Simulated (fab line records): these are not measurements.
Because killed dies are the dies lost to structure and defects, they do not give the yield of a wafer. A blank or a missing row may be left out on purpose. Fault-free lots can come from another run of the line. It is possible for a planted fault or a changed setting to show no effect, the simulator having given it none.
fab line records    flow n5Finfet
record: lots: 4  wafers: 12  lastDay: 18
route steps=1938 shown BEOL_M10@1524 BEOL_M11@1536 PASSIVATION@1936
lots that met no fault: from a run of the same line without faults
startH: start of the lot's first displayed wafer, in hours after the record's first day    waitH: how many hours have passed since the lot's step before this one    " unchanged from the row above    L1.1+2: one row covering several wafers at once    - no value, or no start was given    * or withheld: withheld    < > ~ a bound
route shown NAME@n: a module of which the file shows steps, and the number in the route of the first    usual: mean and standard deviation over wafers with no fault    same: alike in all rows    chamber/n: place in a boat    sites: per-site readings    _std_site: standard deviation across them    _edge_site: inner sites' mean taken away from outer sites' mean    radiusMm: for every site, how far away it sits from the centre of the wafer    mask NAME#n: copy n    behind: the most recent tool/chamber to have shaped the wafer    hold: reason for holding the lot/hours on hold/outcome of the hold    device: the transistor (n, p or np) that didn't switch    end of line: the tests these same wafers got at the end of their route    step lacking rows: just its recipe    killed: not the wafer's yield, but the dies lost to structure and defects at the first sort    map: the dies of a wafer, with x for killed, . for not killed, _ for no die there
set.NAME: the setting that was run; set.NAME@STEP: the one run at that earlier step    model.NAME: the simulator's own value behind a step, which no gauge read
lots seen at some steps along the route; tables by step, rows by wafer
services: the hour from which a tool's chamber was out of use, counted from the record's first day as startH (under 0 if before that day), plus the number of hours and why
== steps ==
step: N5_BEOL_M10_ALD_74
recipe: material: TaN  targetThkA: 20  tempC: 275  aldPrecursorFamily: PDMAT  aldCoReactant: NH3  pressureTorr: 3  carrierFlowSccm: 1500  pulseTimeS: 2  purgeTimeS: 3  coReactantPurgeTimeS: 2  coReactantPulseTimeS: 3  aldCycles: 40  precursorVesselTempC: 75  precursorVesselPressureTorr: 26.25  precursorVesselCarrierSccm: 1000
step: N5_BEOL_M10_SURFACE_TREAT_76
recipe: gas: Ar  timeS: *  ionEnergyEv: *  ionCurrentMaCm2: 0.5  pressureMtorr: *  arFlowSccm: 30
step: N5_BEOL_M10_CVD_75
recipe: material: Co  targetThkA: 20  tempC: withheld  precursor: CCTBA/H2  pressureTorr: 30  timeS: 138.9
step: N5_BEOL_M10_SPUTTER_48
recipe: material: Cu  targetThkA: 120  tempC: -20  biasV: 60  powerW: 26000  chamberPressurePa: 0.13  timeS: 2
step: N5_BEOL_M10_ECD_50
recipe: material: Cu  targetThkA: 3180
step: N5_BEOL_M10_ANNEAL_51
recipe: tempC: 225  timeS: 90  ambient: N2
step: N5_BEOL_M10_CMP_52
recipe: stopOn: SiCOH_lowk  tOverpolishS: 7  downForcePsi: 1  platenRpm: 50  clearingPlatenDownForcePsi: 1.5  clearingPlatenRpm: 50  postCmpClean: cuAlkaline  targetThkNm: 140  clearingPlatenPadVelocityMS: 0.99484  padVelocityMS: 0.99484
step: N5_BEOL_M10_PRE_CLEAN_55
recipe: gas: NH3  timeS: 15  tempC: withheld  rfPowerW: 300
step: N5_BEOL_M10_DEP_56
recipe: material: SiCN  targetThkA: 150  tempC: withheld  precursor: 3MS/NH3  pressureTorr: 3  rfW: 202  timeS: 26.5
step: N5_BEOL_M11_ILD_DEP_00
recipe: material: SiCOH_lowk  targetThkA: 3085.1  tempC: 300  precursor: DEMS/porogen  pressureTorr: 5  rfW: 500  timeS: 58
usual: heaterPowerW: 367/69  runLengthS: 100.9/0.49  showerheadPlenumPTorr: 5.744/0.022  throttleValvePct: 13.9/1.3
lot.wafer  tool      chamber  startH  waitH  heaterPowerW  runLengthS  showerheadPlenumPTorr  throttleValvePct  model.SiCOH_lowk_of_BEOL_M11_ILD_DEP_00.thkNm
L175.2     pecvd-01  2        262.37  0.0    396           100.6       5.743                  13.3              308
L175.4     "         1        "       "      234           101.1       5.782                  13.9              313.6
L175.6     "         0        "       "      313           101.1       5.773                  13.2              313.8
L189.1     pecvd-01  1        365.57  0.0    226           115.1       5.779                  14.3              373
L189.2     "         2        "       "      423           115.1       5.734                  13.4              378
L189.4     "         0        "       "      366           100.8       5.765                  13.5              312
L194.2     pecvd-01  2        378.10  0.0    469           114.8       5.747                  13.4              374.6
L194.4     "         1        "       "      273           101.1       5.761                  14.0              302.2
L194.6     "         0        "       "      335           114.0       5.762                  13.0              382.2
L196.1     pecvd-03  2        386.96  0.0    450           100.0       5.759                  12.5              302
L196.3     "         0        "       "      362           101.4       5.732                  16.4              309.6
L196.6     "         0        "       "      360           101.3       5.734                  16.6              310.2
step: N5_BEOL_M11_CURE_71
recipe: tempC: 385  timeS: 240  ambient: He/Ar  material: SiCOH_lowk
step: N5_BEOL_M11_THK_MEAS_01
recipe: reads: SiCOH_lowk_of_BEOL_M11_ILD_DEP_00
usual: M11_ILD_THK: 268/3.4
lot.wafer  tool          chamber  startH  waitH  M11_ILD_THK[nm]
L175.2     filmMetro-01  -        262.97  0.4    268
L175.4     "             -        "       "      272
L175.6     "             -        "       "      273
L189.1     filmMetro-02  -        366.17  0.4    325
L189.2     "             -        "       "      329
L189.4     "             -        "       "      271
L194.2     filmMetro-01  -        378.70  0.4    327
L194.4     "             -        "       "      263
L194.6     "             -        "       "      333
L196.1     filmMetro-01  -        387.58  0.4    262
L196.3     "             -        "       "      269
L196.6     "             -        "       "      270
step: N5_BEOL_M11_PECVD_70
recipe: material: SiO2  targetThkA: 200  tempC: 400  precursor: TEOS/O2  pressureTorr: 5.5  rfW: 450  teosFlowSccm: 53.8  gas: O2  flowSccm: 3000  timeS: 22.7
step: N5_BEOL_M11_HM_DEP_02
recipe: material: TiN  targetThkA: 200  tempC: 25  chamberPressurePa: 0.49996
step: N5_BEOL_M11_COAT_59
recipe: resist: SOC  tempC: 250  timeS: 60  spinRpm: 1500  resistThkNm: 100
step: N5_BEOL_M11_COAT_60
recipe: resist: SiARC  tempC: 220  timeS: 60  spinRpm: 1500  resistThkNm: 30
step: N5_BEOL_M11_COAT_05
recipe: resist: CAR-ArF  spinRpm: 1500  resistThkNm: 90
step: N5_BEOL_M11_EBR_07
recipe: solvent: PGMEA  ebrWidthMm: 1.5
step: N5_BEOL_M11_SOFTBAKE_06
recipe: tempC: 110  timeS: 60  resist: CAR-ArF
step: N5_BEOL_M11_EXPOSE_08
recipe: maskId: M11  na: 1.35  sourceShape: dipole  sigmaInner: 0.411  sigmaOuter: 0.611  polarization: te  doseMj: 53.75
step: N5_BEOL_M11_PEB_09
recipe: pebTempC: withheld  pebTimeS: 60  resist: CAR-ArF
step: N5_BEOL_M11_DEVELOP_10
recipe: developTimeS: 30  developer: TMAH  resist: CAR-ArF  rinseLiquid: diw  dry: airSpin  devTempC: 23
step: N5_BEOL_M11_DESCUM_16
recipe: chemistry: O2  timeS: 7.9  sourcePowerW: 50  biasPowerW: 20  pressureMtorr: 20  rfFrequencyHz: 2.712e+07  tempC: 40  resist: CAR-ArF  o2FlowSccm: 225
step: N5_BEOL_M11_ETCH_61
recipe: chemistry: CF4  target: SiARC  targetDepthA: 390  maskMaterial: CAR-ArF  timeS: 65  ionEnergyEv: 80  pressureMtorr: 40  sourceW: 545  biasW: 36  Ar_flow_sccm: 100  cf4FlowSccm: 100  ends: cleared
step: N5_BEOL_M11_ETCH_62
recipe: chemistry: N2/H2  target: SOC  targetDepthA: 1100  overetchA: 220  maskMaterial: SiARC  tempC: 40  timeS: 165  ionEnergyEv: 200  pressureMtorr: 30  sourceW: 840  biasW: 150  n2FlowSccm: 200  h2FlowSccm: 200
step: N5_BEOL_M11_STRIP_68
recipe: chemistry: N2/H2  tempC: 40  n2FlowSccm: 200  h2FlowSccm: 200  rfFrequencyHz: 6e+07
step: N5_BEOL_M11_STRIP_67
recipe: chemistry: CF4  resist: SiARC  powerW: 300  biasPowerW: 75  pressureMtorr: 50  cf4FlowSccm: 150  rfFrequencyHz: 6e+07
step: N5_BEOL_M11_HM_OPEN_17
recipe: chemistry: Cl2/BCl3  targetDepthA: 200  overetchA: 60  target: TiN  maskMaterial: SOC  ionEnergyEv: 150  pressureMtorr: 10  icpW: 1000  biasW: 126  Cl2_flow_sccm: 53.25  bcl3FlowSccm: 21.75  Ar_flow_sccm: 25
step: N5_BEOL_M11_STRIP_19
recipe: chemistry: O2  powerW: 400  tempC: 40  pressureMtorr: 30  rfFrequencyHz: 6e+07  biasPowerW: 0  overashFraction: 0.2  o2FlowSccm: 225
step: N5_BEOL_M11_COAT_63
recipe: resist: SOC  tempC: 250  timeS: 60  spinRpm: 1500  resistThkNm: 100
step: N5_BEOL_M11_COAT_64
recipe: resist: SiARC  tempC: 220  timeS: 60  spinRpm: 1500  resistThkNm: 30
step: N5_BEOL_M11_COAT_22
recipe: resist: CAR-ArF  spinRpm: 1500  resistThkNm: 90
step: N5_BEOL_M11_EBR_24
recipe: solvent: PGMEA  ebrWidthMm: 1.5
step: N5_BEOL_M11_SOFTBAKE_23
recipe: tempC: 110  timeS: 60  resist: CAR-ArF
step: N5_BEOL_M11_EXPOSE_25
recipe: maskId: V10  na: 1.35  sourceShape: annular  sigmaInner: 0.5  sigmaOuter: 0.8  polarization: unpolarized  doseMj: 85.5
step: N5_BEOL_M11_CMP_52
recipe: stopOn: SiCOH_lowk  tOverpolishS: 7  downForcePsi: 1  platenRpm: 50  clearingPlatenDownForcePsi: 1.5  clearingPlatenRpm: 50  postCmpClean: cuAlkaline  targetThkNm: 140  clearingPlatenPadVelocityMS: 0.99484  padVelocityMS: 0.99484
usual: motorCurrentA: 6.0/0.64
lot.wafer  tool    chamber  startH  waitH  motorCurrentA  model.SiCOH_lowk_of_BEOL_M11_ILD_DEP_00.thkNm
L175.2     cmp-04  3        270.48  0.3    5.5            264.4
L175.4     "       0        "       "      6.9            269.6
L175.6     "       0        "       "      6.8            269.8
L189.1     cmp-04  1        372.62  0.4    6.1            322.2
L189.4     "       2        "       "      6.7            268
L189.2     "       3        "       "      5.7            326.6
L194.2     cmp-04  2        388.11  0.2    6.5            323.6
L194.4     "       1        "       "      6.0            259.4
L194.6     "       3        "       "      5.8            330.4
L196.3     cmp-04  0        396.10  0.2    7.3            266
L196.1     "       1        "       "      6.2            259.2
L196.6     "       1        "       "      6.0            266.6
step: N5_PASSIVATION_PROBE_49
usual: defectLimitedYield: 91.2/1.4  killed_at_M0_to_M3: 34/9.4  killed_at_M4_up: 14/5.6  killedAtContacts: 13/7.8  killedAtFrontEnd: 37/10  killedAtOther: 4/3.3  killedDies: 103/17  killedOpen: 68/13  killedShort: 33/8.2  sort_bin_5_function: 5.1/0.92  sort_bin_6_memory: 3.3/0.71  sortNPass: 1077/17  sortYieldPct: 91.2/1.4
same: grossDies: 1180  killedAtBackSide: 0  sort_bin_4_leakage[%]: 0  sort_bin_8_speed[%]: 0
lot.wafer  tool       chamber  startH  waitH  defectLimitedYield[%]  killed_at_M0_to_M3  killed_at_M4_up  killedAtContacts  killedAtFrontEnd  killedAtOther  killedDies  killedOpen  killedShort  sort_bin_5_function[%]  sort_bin_6_memory[%]  sortNPass  sortYieldPct[%]
L194.6     prober-02  -        435.05  0.3    92.5                   25                  21               14                25                3              88          53          20           5.2                     1.7                   1092       92.5
killed by level:class
L194.6 MOL_CONTACT_COAG:geometricParticle:open=12 BEOL_M11:areaEtch=11 BEOL_M3:geometricParticle:open=9 BEOL_M1:geometricParticle:open=8 BEOL_M4:geometricParticle:open=8 FIN_SAQP:geometricParticle:short=4 BEOL_M1:geometricParticle:short=4 STARTING-WAFER:geometricParticle:short=4
== services ==
tool      chamber  startH  hours  kind
cmp-04    -        247.92  6.8    repair
cmp-04    -        255.67  2.2    repair
pecvd-03  1        263.70  5.5    scheduledDown
cmp-04    -        323.67  4.0    pm
cmp-04    -        327.67  -      consumableReplace:conditioner
cmp-04    -        327.67  -      consumableReplace:pad
pecvd-01  1        331.69  -      calibration
pecvd-01  0        340.13  6.7    repair
pecvd-03  -        366.32  6.0    pm
pecvd-01  0        369.92  5.3    repair
pecvd-03  1        383.62  -      clean
pecvd-03  1        383.62  -      consumableReplace:showerhead
pecvd-03  1        383.62  29.0   scheduledDown
pecvd-03  1        383.62  29.0   ventCycle
pecvd-03  -        390.43  2.8    pm
== key ==
firstSign: step: N5_BEOL_M11_ILD_DEP_00  reading: runLengthS  direction: up  sigmas: 28  usual: *  struck: *
effect: step: N5_BEOL_M11_THK_MEAS_01  reading: M11_ILD_THK  direction: up  sigmas: 18  usual: 268  struck: 329
modelEffect: step: N5_BEOL_M11_ILD_DEP_00  value: SiCOH_lowk_of_BEOL_M11_ILD_DEP_00.thkNm  without: 305.2  struck: 377
modelEffect: step: N5_BEOL_M11_CMP_52  value: SiCOH_lowk_of_BEOL_M11_ILD_DEP_00.thkNm  without: 262.1  struck: 325.7
metAt N5_BEOL_M11_ILD_DEP_00
struckWafers L189.1,L189.2,L194.2,L194.6
onsetBetween 262.37 365.57
fault: kind: processParameterDrift  tool: pecvd-01  chamber: -  onsetH: 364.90  steps: N5_BEOL_M11_ILD_DEP_00  channel: timeS  offset: *  shape: step  endH: 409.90  scope: struckWafersOnly  actsIn: *  stated: *
